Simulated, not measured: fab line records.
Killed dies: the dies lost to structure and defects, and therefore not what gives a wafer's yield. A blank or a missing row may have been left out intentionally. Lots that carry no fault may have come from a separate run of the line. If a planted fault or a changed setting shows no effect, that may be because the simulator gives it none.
fab line records ; flow n5_finfet
[record] lots = 5; wafers = 15; last_day = 17
route steps=1938 shown HKMG_FIN@394 BEOL_M4@1111 PASSIVATION@1936
lots with no fault: from the same line, run without faults
start_h: start of the lot's first displayed wafer, in hours after the record's first day ; wait_h: hours elapsed since this lot's preceding step ; " as in the row above ; L1.1+2: one row covering several wafers at once ; - no value, or no start given ; * or withheld: withheld ; < > ~ a bound
route shown NAME@n: names a module that has steps shown in the file, with the first one's number in the route ; usual: average and standard deviation across the fault-free wafers ; same: alike in all rows ; chamber/n: place in a boat ; sites: each site's reading ; _std_site: their standard deviation ; _edge_site: inner sites' mean taken away from outer sites' mean ; radius_mm: how far each site lies from the wafer's centre ; mask NAME#n: copy n ; behind: tool/chamber where the wafer was last shaped ; hold: why the lot went on hold/how many hours it stayed there/how the hold came to an end ; device: transistor that didn't switch, given as n, p or np ; end of line: tests run on the same wafers once the route is complete ; a step with no rows: only its recipe ; killed: dies lost to structure and defects at the first sort, not the wafer's yield ; map: a wafer's dies, x killed, . not, _ none there
set.NAME: the run value of the setting; set.NAME@STEP: its run value at that earlier step ; model.NAME: the simulator's own value behind a step, which no gauge read
certain route steps with their lots: each step a table, each wafer a row
services: when a tool's chamber went out of use (start_h, in hours from the record's first day, below 0 if earlier), for how many hours, and the reason
[[steps]]
[step N5_HKMG_FIN_SOFTBAKE_44]
[recipe] temp_c = 110; time_s = 60; resist = CAR-ArF
[step N5_HKMG_FIN_EXPOSE_46]
[recipe] mask_id = NDIPOLE; na = 1.35; source_shape = conventional; sigma_outer = 0.8; polarization = unpolarized; dose_mj = 40
[step N5_HKMG_FIN_PEB_47]
[recipe] peb_temp_c = withheld; peb_time_s = 60; resist = CAR-ArF
[step N5_HKMG_FIN_DEVELOP_48]
[recipe] develop_time_s = 30; developer = TMAH; resist = CAR-ArF; rinse_liquid = diw; dry = air_spin; dev_temp_c = 23
[step N5_HKMG_FIN_DESCUM_53]
[recipe] chemistry = O2; time_s = 7.9; source_power_w = 50; bias_power_w = 20; pressure_mtorr = 20; rf_frequency_hz = 2.712e+07; temp_c = 40; resist = CAR-ArF; o2_flow_sccm = 225
[step N5_HKMG_FIN_ETCH_54]
[recipe] chemistry = CF4; target = SiARC; target_depth_a = 455; mask_material = CAR-ArF; time_s = 75.8; ion_energy_ev = 80; pressure_mtorr = 40; source_w = 545; bias_w = 36; Ar_flow_sccm = 100; cf4_flow_sccm = 100; ends = cleared
[step N5_HKMG_FIN_ETCH_55]
[recipe] chemistry = N2/H2; target = SOC; target_depth_a = 2400; temp_c = 40; time_s = 300; ion_energy_ev = 200; mask_material = SiARC; pressure_mtorr = 30; source_w = 840; bias_w = 150; n2_flow_sccm = 200; h2_flow_sccm = 200
[step N5_HKMG_FIN_STRIP_56]
[recipe] chemistry = N2/H2; temp_c = 40; n2_flow_sccm = 200; h2_flow_sccm = 200; rf_frequency_hz = 6e+07
[step N5_HKMG_FIN_STRIP_57]
[recipe] chemistry = CF4; resist = SiARC; power_w = 300; bias_power_w = 75; pressure_mtorr = 50; cf4_flow_sccm = 150; rf_frequency_hz = 6e+07
[step N5_HKMG_FIN_ETCH_58]
[recipe] chemistry = N2/H2; target = SOC; target_depth_a = 2158; ion_energy_ev = 50; bias_w = 13; time_s = 741; pressure_mtorr = 30; source_w = 875; n2_flow_sccm = 200; h2_flow_sccm = 200
[usual] bias_w = 13.00/0.041; chamber_pressure_mTorr = 30.002/0.029; drypump_motor_current_A = 5.7/0.39; oes_product_au = 0.78/0.084; rf_vpp_V = 99.1/0.81; showerhead_plenum_p_Torr = 2.54/0.082; throttle_valve_pct = 17.91/0.19
lot.wafer;tool;chamber;start_h;wait_h;bias_w;chamber_pressure_mTorr;drypump_motor_current_A;oes_product_au;rf_hours_counter_h;rf_vpp_V;showerhead_plenum_p_Torr;throttle_valve_pct;model.SOC_of_HKMG_FIN_COAT_41.thk_nm;model.HKMG_FIN.feature_depth_nm
L576.1;rie_diel-02;2;82.41;0.0;12.99;29.995;5.0;0.75;164;98.3;2.53;17.80;83.2;218.4
L576.3;rie_diel-02;3;82.41;0.0;12.96;29.993;5.8;0.91;22;101.4;2.70;17.66;75.2;225.8
L576.4;rie_diel-02;0;82.41;0.0;12.98;30.007;5.4;0.95;7;100.6;2.61;17.92;81.8;219.2
L590.2;rie_diel-06;2;164.79;0.0;-;-;-;-;-;-;-;-;300.8;242
L590.3;rie_diel-06;3;164.79;0.0;-;-;-;-;-;-;-;-;301;231.8
L590.5;rie_diel-06;2;164.79;0.0;-;-;-;-;-;-;-;-;300.4;241.8
L589.2;rie_diel-06;3;165.74;0.0;-;-;-;-;-;-;-;-;301;233.6
L589.3;rie_diel-06;0;165.74;0.0;-;-;-;-;-;-;-;-;299.8;251.4
L589.5;rie_diel-06;2;165.74;0.0;-;-;-;-;-;-;-;-;300.2;244
L591.2;rie_diel-02;2;172.46;0.0;-;-;-;-;-;-;-;-;301.6;234
L591.5;rie_diel-02;2;172.46;0.0;-;-;-;-;-;-;-;-;301.6;235.6
L591.6;rie_diel-02;3;172.46;0.0;-;-;-;-;-;-;-;-;301;246
L597.1;rie_diel-04;1;209.39;0.0;12.98;30.004;5.4;0.88;66;97.5;2.57;17.87;76;225
L597.4;rie_diel-04;1;209.39;0.0;12.99;29.992;5.4;0.88;-;98.9;2.57;17.85;75.2;225
L597.5;rie_diel-04;3;209.39;0.0;13.00;30.006;5.7;0.71;-;98.0;2.51;18.09;86.8;212.6
[step N5_HKMG_FIN_STRIP_93]
[recipe] chemistry = N2/H2; material = SOC; time_s = 20; power_w = 500; temp_c = 40; pressure_mtorr = 50; rf_frequency_hz = 6e+07; bias_power_w = 8; h2_frac = 0.5; n2_flow_sccm = 300; h2_flow_sccm = 300
[usual] drypump_motor_current_A = 5.7/0.39; oes_product_au = 0.78/0.083; rf_vpp_V = 54.2/0.86; showerhead_plenum_p_Torr = 3.36/0.1; throttle_valve_pct = 19.11/0.21
lot.wafer;tool;chamber;start_h;wait_h;drypump_motor_current_A;oes_product_au;rf_hours_counter_h;rf_vpp_V;showerhead_plenum_p_Torr;throttle_valve_pct;model.SOC_of_HKMG_FIN_COAT_41.thk_nm
L576.1;rie_diel-02;2;82.84;0.2;5.0;0.74;164;52.8;3.34;19.15;73
L576.3;rie_diel-02;3;82.84;0.2;5.8;0.91;23;55.9;3.56;18.94;64.6
L576.4;rie_diel-02;0;82.84;0.2;5.3;0.96;7;54.1;3.44;19.08;71.4
L590.2;rie_diel-06;2;165.22;0.2;5.3;0.73;205;53.4;3.19;19.32;290.4
L590.3;rie_diel-06;3;165.22;0.2;5.9;0.69;243;55.0;3.31;19.30;290.8
L590.5;rie_diel-06;2;165.22;0.2;5.3;0.73;-;55.1;3.19;19.31;290.2
L589.2;rie_diel-06;3;166.17;0.2;5.9;0.68;244;54.1;3.31;19.31;291
L589.3;rie_diel-06;0;166.17;0.2;6.0;0.68;273;54.8;3.41;19.22;289.2
L589.5;rie_diel-06;2;166.17;0.2;5.3;0.74;-;52.2;3.19;19.33;289.8
L591.2;rie_diel-02;2;172.89;0.2;5.0;0.72;198;54.2;3.32;19.20;291.4
L591.5;rie_diel-02;2;172.89;0.2;5.0;0.73;-;55.0;3.32;19.21;291.4
L591.6;rie_diel-02;3;172.89;0.2;5.8;0.86;-;55.4;3.54;18.98;290.4
L597.1;rie_diel-04;1;209.82;0.2;5.4;0.88;66;55.0;3.40;19.32;65.2
L597.4;rie_diel-04;1;209.82;0.2;5.4;0.88;-;54.0;3.40;19.32;64.6
L597.5;rie_diel-04;3;209.82;0.2;5.7;0.71;-;54.1;3.32;19.35;76.8
[step N5_HKMG_FIN_WET_ETCH_76]
[recipe] chemistry = dNH4OH; mix = 1:50; temp_c = 25; target = Al2O3; stop_on = La2O3; target_depth_nm = 2.25; dry = ipa_marangoni; rinse_time_s = 30; rinse_temp_c = 23
[step N5_HKMG_FIN_STRIP_60]
[recipe] chemistry = N2/H2; power_w = 2500; temp_c = 300; h2_frac = 0.65; time_s = 360; pressure_mtorr = withheld; n2_flow_sccm = 1750; h2_flow_sccm = 3250
[step N5_HKMG_FIN_WET_ETCH_77]
[recipe] chemistry = dHCl; mix = 1:10000; temp_c = 25; target = La2O3; stop_on = HfO2; target_depth_nm = 2
[step N5_HKMG_FIN_WET_ETCH_78]
[recipe] chemistry = dNH4OH; mix = 1:50; temp_c = 25; target = Al2O3; stop_on = La2O3; target_depth_nm = 4.5; dry = ipa_marangoni; rinse_time_s = 30; rinse_temp_c = 23
[step N5_HKMG_FIN_ALD_79]
[recipe] material = TiN; target_thk_a = 15; temp_c = 400; ald_precursor_family = TiCl4; ald_co_reactant = NH3; pulse_time_s = 1; purge_time_s = 3; co_reactant_purge_time_s = 2; co_reactant_pulse_time_s = 2; ald_cycles = 68; pressure_torr = 3
[step N5_HKMG_FIN_CVD_62]
[recipe] material = a-Si; target_thk_a = 30; temp_c = 500; precursor = Si2H6; pressure_torr = 1; time_s = 20.8
[step N5_HKMG_FIN_RTA_80]
[recipe] temp_c = withheld; time_s = 2; ambient = N2; idle_temp_c = 600; ramp_up_c_per_s = 150; ramp_down_c_per_s = 60; cool_to_c = 600
[step N5_HKMG_FIN_PRECLEAN_64]
[recipe] chemistry = dHF; time_s = 30; temp_c = 25; dilution = withheld
[step N5_HKMG_FIN_WET_ETCH_65]
[recipe] chemistry = TMAH; temp_c = 70; conc_wt_pct = 5; target = a-Si; stop_on = TiN; time_s = 49; target_depth_nm = 3
[step N5_HKMG_FIN_WET_ETCH_81]
[recipe] chemistry = SC1; target = TiN; stop_on = HfO2; mix = 1:1:5; temp_c = 60; time_s = 57; target_depth_nm = 6
[step N5_HKMG_FIN_WET_ETCH_82]
[recipe] chemistry = dHCl; mix = 1:10000; temp_c = 25; target = La2O3; stop_on = HfO2; target_depth_nm = 2; dry = ipa_marangoni; rinse_time_s = 30; rinse_temp_c = 23
[step N5_HKMG_FIN_ALD_36]
[recipe] material = TiN; target_thk_a = 10; temp_c = 400; ald_precursor_family = TiCl4; ald_co_reactant = NH3; pulse_time_s = 1; purge_time_s = 3; co_reactant_purge_time_s = 2; co_reactant_pulse_time_s = 2; ald_cycles = 47; pressure_torr = 3
[step N5_HKMG_FIN_PWFM_ALD_03]
[recipe] material = TiN; target_thk_a = 20; temp_c = 400; ald_precursor_family = TiCl4; ald_co_reactant = NH3; pulse_time_s = 1; purge_time_s = 3; co_reactant_purge_time_s = 2; co_reactant_pulse_time_s = 2; ald_cycles = 91; pressure_torr = 3
[step N5_HKMG_FIN_COAT_29]
[recipe] resist = SOC; temp_c = 250; time_s = 60; spin_rpm = 1500; resist_thk_nm = 300
[step N5_HKMG_FIN_COAT_30]
[recipe] resist = SiARC; temp_c = 220; time_s = 60; spin_rpm = 1500; resist_thk_nm = 35
[step N5_HKMG_FIN_COAT_06]
[recipe] resist = CAR-ArF; spin_rpm = 1500; resist_thk_nm = 90
[step N5_HKMG_FIN_EBR_08]
[recipe] solvent = PGMEA; ebr_width_mm = 1.5
[step N5_HKMG_FIN_SOFTBAKE_07]
[recipe] temp_c = 110; time_s = 60; resist = CAR-ArF
[step N5_HKMG_FIN_EXPOSE_09]
[recipe] mask_id = NWFM; na = 1.35; source_shape = conventional; sigma_outer = 0.8; polarization = unpolarized; dose_mj = 39.25
[step N5_HKMG_FIN_PEB_10]
[recipe] peb_temp_c = withheld; peb_time_s = 60; resist = CAR-ArF
[step N5_HKMG_FIN_DEVELOP_11]
[recipe] develop_time_s = 30; developer = TMAH; resist = CAR-ArF; dev_temp_c = 23; rinse_liquid = diw; dry = air_spin
[step N5_HKMG_FIN_DESCUM_17]
[recipe] chemistry = O2; time_s = 7.9; source_power_w = 50; bias_power_w = 20; pressure_mtorr = 20; rf_frequency_hz = 2.712e+07; temp_c = 40; resist = CAR-ArF; o2_flow_sccm = 225
[step N5_HKMG_FIN_ETCH_31]
[recipe] chemistry = CF4; target = SiARC; target_depth_a = 455; mask_material = CAR-ArF; time_s = 75.8; ion_energy_ev = 80; pressure_mtorr = 40; source_w = 545; bias_w = 36; Ar_flow_sccm = 100; cf4_flow_sccm = 100; ends = cleared
[step N5_HKMG_FIN_ETCH_32]
[recipe] chemistry = N2/H2; target = SOC; target_depth_a = 2400; temp_c = 40; time_s = 300; ion_energy_ev = 200; mask_material = SiARC; pressure_mtorr = 30; source_w = 840; bias_w = 150; n2_flow_sccm = 200; h2_flow_sccm = 200
[step N5_BEOL_M4_RC_MEAS_101]
[usual] DIBL_N = 36.3/1.6; DIBL_P = 36.2/2.1; IOFF_N = 0.16/0.031; IOFF_N_85C = 3.1/0.49; IOFF_N_LIN = 0.073/0.012; IOFF_N_LONG = 5.47e-05/2.9e-06; IOFF_P = 0.21/0.034; ION_N = 673/11; ION_P = 461/7.4; SS_N = 71.6/0.55; SS_P = 73.3/0.66; VT_N = 251/3.2; VT_N_LONG = 275.2/2.1; VT_P = -251/3.5; VT_P_LVT = -100/3
lot.wafer;tool;chamber;start_h;wait_h;DIBL_N[mV/V];DIBL_P[mV/V];IOFF_N[nA/um];IOFF_N_85C[nA/um];IOFF_N_LIN[nA/um];IOFF_N_LONG[nA/um];IOFF_P[nA/um];ION_N[uA/um];ION_P[uA/um];SS_N[mV/dec];SS_P[mV/dec];VT_N[mV];VT_N_LONG[mV];VT_P[mV];VT_P_LVT[mV]
L576.1;prober-02;0;163.10;0.0;34.0;35.9;0.15;2.9;0.072;5.76e-05;0.20;683;466;70.8;72.9;250;273.7;-253;-96
L576.3;prober-02;0;163.10;0.0;36.2;37.4;0.18;3.4;0.080;5.83e-05;0.22;682;456;71.5;73.7;249;275.9;-251;-97
L576.4;prober-02;0;163.10;0.0;36.6;39.3;0.19;3.6;0.086;5.56e-05;0.25;669;461;71.9;73.8;247;275.5;-249;-95
L590.2;prober-02;0;245.59;0.2;35.9;36.0;32.04;264.6;15.059;0.011256;0.23;965;469;71.1;72.4;96;122.3;-247;-244
L590.3;prober-02;0;245.59;0.2;35.2;36.1;31.33;263.0;14.869;0.011384;0.23;957;466;71.1;72.8;97;121.7;-244;-243
L590.5;prober-02;0;245.59;0.2;36.3;37.2;33.83;276.5;15.808;0.011287;0.25;975;485;71.4;72.8;97;120.8;-243;-244
L591.2;prober-02;0;253.97;0.2;38.2;35.8;33.88;270.2;14.785;0.0093905;0.23;962;459;72.0;73.5;100;126.0;-250;-251
L591.5;prober-02;0;253.97;0.2;37.1;35.0;30.68;250.5;13.911;0.0095085;0.21;962;469;71.2;73.6;100;125.7;-252;-247
L591.6;prober-02;0;253.97;0.2;35.9;32.7;25.77;211.0;11.646;0.00964;0.17;938;452;71.4;72.9;104;125.6;-255;-252
L589.2;prober-02;0;256.81;0.2;38.6;38.5;41.10;318.5;17.600;0.0099048;0.26;969;465;71.7;73.7;96;123.2;-247;-247
L589.3;prober-02;0;256.81;0.2;35.4;35.7;29.65;242.8;13.597;0.0099953;0.21;946;463;71.0;73.4;101;125.1;-246;-247
L589.5;prober-02;0;256.81;0.2;36.4;35.7;30.25;250.8;13.707;0.010024;0.20;941;453;71.6;72.9;100;123.3;-250;-249
L597.1;prober-01;0;297.85;0.0;35.5;35.7;0.15;2.9;0.071;5.49e-05;0.17;680;464;71.4;72.9;250;273.1;-256;-102
L597.4;prober-01;0;297.85;0.0;37.2;38.6;0.20;3.6;0.086;5.52e-05;0.23;682;467;71.6;74.1;247;273.5;-250;-98
L597.5;prober-01;0;297.85;0.0;38.1;39.8;0.20;3.7;0.088;5.33e-05;0.25;686;470;72.0;74.1;247;275.2;-250;-97
[step N5_PASSIVATION_PROBE_49]
[usual] defect_limited_yield = 91.5/1.5; killed_at_M0_to_M3 = 32/9.4; killed_at_M4_up = 12/5.1; killed_at_contacts = 11/7.4; killed_at_front_end = 41/11; killed_at_other = 3.4/2.5; killed_dies = 100/17; killed_open = 65/14; killed_short = 33/7; sort_bin_4_leakage = 0.00/0.01; sort_bin_5_function = 4.9/0.96; sort_bin_6_memory = 3.1/0.7; sort_n_pass = 1080/17; sort_yield_pct = 91.5/1.5
[same] gross_dies = 1180; killed_at_back_side = 0; sort_bin_8_speed[%] = 0
lot.wafer;tool;chamber;start_h;wait_h;defect_limited_yield[%];killed_at_M0_to_M3;killed_at_M4_up;killed_at_contacts;killed_at_front_end;killed_at_other;killed_dies;killed_open;killed_short;sort_bin_4_leakage[%];sort_bin_5_function[%];sort_bin_6_memory[%];sort_n_pass;sort_yield_pct[%]
L590.2;prober-02;-;342.76;0.1;91.9;20;23;11;40;1;95;71;22;91.95;4.7;2.9;0;0
L590.3;prober-02;-;342.81;0.1;91.7;43;10;4;40;1;98;65;33;91.69;4.7;3.4;0;0
L590.5;prober-02;-;342.91;0.2;93.4;25;11;7;35;0;78;57;21;93.39;3.9;2.6;0;0
L589.2;prober-02;-;349.87;0.1;92.1;28;3;11;47;4;93;53;39;92.12;5.3;2.5;0;0
L589.3;prober-02;-;349.92;0.1;91.4;43;7;8;43;1;102;58;43;91.36;5.0;3.5;0;0
L589.5;prober-02;-;350.02;0.2;91.9;36;9;19;30;2;96;67;28;91.86;5.0;3.1;0;0
L591.2;prober-02;-;351.04;0.1;92.8;28;7;5;42;3;85;51;27;92.80;3.8;2.8;0;0
L591.5;prober-02;-;351.19;0.2;91.5;35;19;2;41;3;100;52;38;91.53;4.1;3.1;0;0
L591.6;prober-02;-;351.24;0.3;90.9;30;29;11;24;13;107;65;41;90.93;5.4;3.3;0;0
// killed by level:class
L590.2 BEOL_M2:geometric_particle:open=10 MOL_CONTACT_COAG:geometric_particle:open=9 BEOL_M4:geometric_particle:open=8 FIN_SAQP:geometric_particle:open=7 DUMMY_GATE:geometric_particle:open=7 GATE_CUT:geometric_particle:short=6 STI_FIN_REVEAL:geometric_particle:open=5 FIN_SAQP:geometric_particle:short=4
L590.3 STI_FIN_REVEAL:geometric_particle:open=17 BEOL_M0:geometric_particle:short=8 BEOL_M3:geometric_particle:open=8 BEOL_M0_SAQP:geometric_particle:open=7 BEOL_M2:geometric_particle:open=7 GATE_CUT:geometric_particle:short=6 BEOL_M0_SAQP:geometric_particle:short=6 GATE_CUT:geometric_particle:open=4
L590.5 BEOL_M2:geometric_particle:open=10 DUMMY_GATE:geometric_particle:open=9 FIN_SAQP:geometric_particle:open=6 BEOL_M3:geometric_particle:open=6 BEOL_M4:geometric_particle:open=6 DUMMY_GATE:geometric_particle:short=4 MOL_CONTACT_COAG:geometric_particle:open=4 GATE_CUT:geometric_particle:short=3
L589.2 FIN_SAQP:geometric_particle:open=10 FIN_SAQP:geometric_particle:short=9 MOL_CONTACT_COAG:geometric_particle:open=9 DUMMY_GATE:geometric_particle:open=7 BEOL_M2:geometric_particle:open=5 BEOL_M2:geometric_particle:short=5 BEOL_M0_SAQP:geometric_particle:short=4 GATE_CUT:geometric_particle:short=3
L589.3 FIN_SAQP:geometric_particle:short=11 DUMMY_GATE:geometric_particle:open=10 FIN_SAQP:geometric_particle:open=9 BEOL_M1:geometric_particle:open=8 MOL_CONTACT_COAG:geometric_particle:open=6 BEOL_M2:geometric_particle:open=6 STARTING-WAFER:geometric_particle:short=6 BEOL_M1:geometric_particle:short=5
L589.5 MOL_CONTACT_COAG:geometric_particle:open=18 BEOL_M1:geometric_particle:open=13 DUMMY_GATE:geometric_particle:open=8 FIN_SAQP:geometric_particle:open=6 BEOL_M1:geometric_particle:short=6 BEOL_M2:geometric_particle:open=4 BEOL_M3:geometric_particle:open=4 FIN_SAQP:geometric_particle:short=3
L591.2 FIN_SAQP:geometric_particle:open=11 BEOL_M0_SAQP:geometric_particle:open=9 HKMG_FIN:area_etch=6 STI_FIN_REVEAL:geometric_particle:open=5 GATE_CUT:geometric_particle:short=5 MOL_CONTACT_COAG:geometric_particle:open=4 BEOL_M1:geometric_particle:short=4 BEOL_M1:geometric_particle:open=4
L591.5 FIN_SAQP:geometric_particle:short=9 HKMG_FIN:area_etch=9 FIN_SAQP:geometric_particle:open=8 BEOL_M0_SAQP:geometric_particle:short=8 BEOL_M3:geometric_particle:open=7 ILD0:geometric_particle:short=5 BEOL_M0_SAQP:geometric_particle:open=5 BEOL_M1:geometric_particle:open=5
L591.6 BEOL_M4:geometric_particle:open=14 MOL_CONTACT_COAG:geometric_particle:open=9 BEOL_M0_SAQP:geometric_particle:open=6 BEOL_M1:geometric_particle:open=5 PAD_METAL:geometric_particle:short=5 FIN_SAQP:geometric_particle:short=4 GATE_CUT:geometric_particle:short=4 MIM_TOP:geometric_particle:short=4
// map L589.3 (x killed, . not)
_________________......xx....________________
______________..x.........x....._____________
___________................x.......__________
__________x.....x.........xx........_________
________...x......................x..._______
_______............x..x...x.x......x...______
______................x.....x..........._____
_____....x..x...x.......................x____
____.........x..........x.................___
___..x.......x.....x................x......__
___.x........x...........x.......x.........__
__..x..x........................x....xx...x._
__...........x...............x.............._
_....x.................x.........x....xx.....
_..............................x.............
_........x...................................
_..x....x..........x..x.x.x......xx.....x....
_................x....x......................
_x.......................x.....xx......x.....
_............x......x................x.......
_...x..x..............x.x..x.................
__.........x......x....................x...._
__......................x.....x..x.....x...._
___...................x....................__
___...............................x..xx....__
____...x.........x............x.....x.....___
_____x.....x..............x..............____
______......x.....................x....._____
_______................................______
________................xxx........x.._______
__________....................x....._________
___________...x..x.......x.........__________
______________....x....x........_____________
_________________......x.....________________
// map L590.3 (x killed, . not)
_________________............________________
______________.x................_____________
___________........................__________
__________.x........x....x........x._________
________.............................._______
_______.........x........x..x.......x..______
______.....x..x.x.......x........x......_____
_____....................................____
____...................x.....x............___
___.............x.x.........x......x..x....__
___........................................__
__x.xx.........x.......x..x................._
__..........x..x.................x..x.x.x..._
_.x.................................x...x....
_.........x.x..x.x..x............x...........
_....x...x...................................
_.........xx........x..x.....................
_..x....................................x....
_............xx....x.........................
_......................xx..................x.
_..........................x........x......x.
__....................x....................._
__..........x.................x............._
___x..........................x..xx...x....__
___......x........x........................__
____.....xx.......x...x..x.....x....x.....___
_____........x......x...x............xx..____
______...........xx..................x.._____
_______...x...x......x.............x...______
________.....x.....x..............x..._______
__________..x......................._________
___________..xx.....x.....x........__________
______________.........x........_____________
_________________.......x....________________
[[services]]
tool;chamber;start_h;hours;kind
rie_diel-02;0;75.70;2.6;repair
rie_diel-06;2;87.77;25.7;repair
rie_diel-06;1;88.98;2.9;repair
rie_diel-02;3;89.46;1.7;repair
rie_diel-06;1;102.88;93.9;repair
rie_diel-04;3;109.30;9.0;repair
rie_diel-02;1;162.23;15.8;repair
rie_diel-02;-;192.75;0.2;repair
rie_diel-06;0;198.38;-;clean
rie_diel-06;0;198.38;-;consumable_replace:focus_ring
rie_diel-06;0;198.38;20.0;scheduled_down
rie_diel-06;0;198.38;20.0;vent_cycle
rie_diel-04;0;208.52;8.1;repair
[[key]]
[first_sign] step = N5_HKMG_FIN_ETCH_58; reading = tool_record; direction = missing
[effect] step = N5_BEOL_M4_RC_MEAS_101; reading = IOFF_N_LONG; direction = up; sigmas = 99+; usual = 5.47e-05; struck = 0.010266
[effect] step = N5_BEOL_M4_RC_MEAS_101; reading = IOFF_N_LIN; direction = up; sigmas = 99+; usual = 0.073; struck = 14.554
[effect] step = N5_BEOL_M4_RC_MEAS_101; reading = IOFF_N; direction = up; sigmas = 99+; usual = 0.16; struck = 32.06
[effect] step = N5_BEOL_M4_RC_MEAS_101; reading = IOFF_N_85C; direction = up; sigmas = 99+; usual = 3.1; struck = 260.9
[effect] step = N5_BEOL_M4_RC_MEAS_101; reading = VT_N_LONG; direction = down; sigmas = 74; usual = 275.2; struck = 123.7
[effect] step = N5_BEOL_M4_RC_MEAS_101; reading = VT_P_LVT; direction = down; sigmas = 49; usual = -100; struck = -247
[effect] step = N5_BEOL_M4_RC_MEAS_101; reading = VT_N; direction = down; sigmas = 47; usual = 251; struck = 99
[effect] step = N5_BEOL_M4_RC_MEAS_101; reading = ION_N; direction = up; sigmas = 25; usual = 673; struck = 957
[effect] step = N5_PASSIVATION_PROBE_49; reading = sort_bin_4_leakage; direction = up; sigmas = 99+; usual = 0.00; struck = 91.96
[model_effect] step = N5_HKMG_FIN_ETCH_58; value = SOC_of_HKMG_FIN_COAT_41.thk_nm; without = 82.87; struck = 300.8
[model_effect] step = N5_HKMG_FIN_STRIP_93; value = SOC_of_HKMG_FIN_COAT_41.thk_nm; without = 72.6; struck = 290.5
met_at N5_HKMG_FIN_ETCH_58
struck_wafers L589.2,L589.3,L589.5,L590.2,L590.3,L590.5,L591.2,L591.5,L591.6
onset_between 82.41 164.79
[fault] kind = skipped_step_whole; tool = rie_diel-02,rie_diel-06; chamber = -; onset_h = 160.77; steps = N5_HKMG_FIN_ETCH_58; scope = struck_lots_only
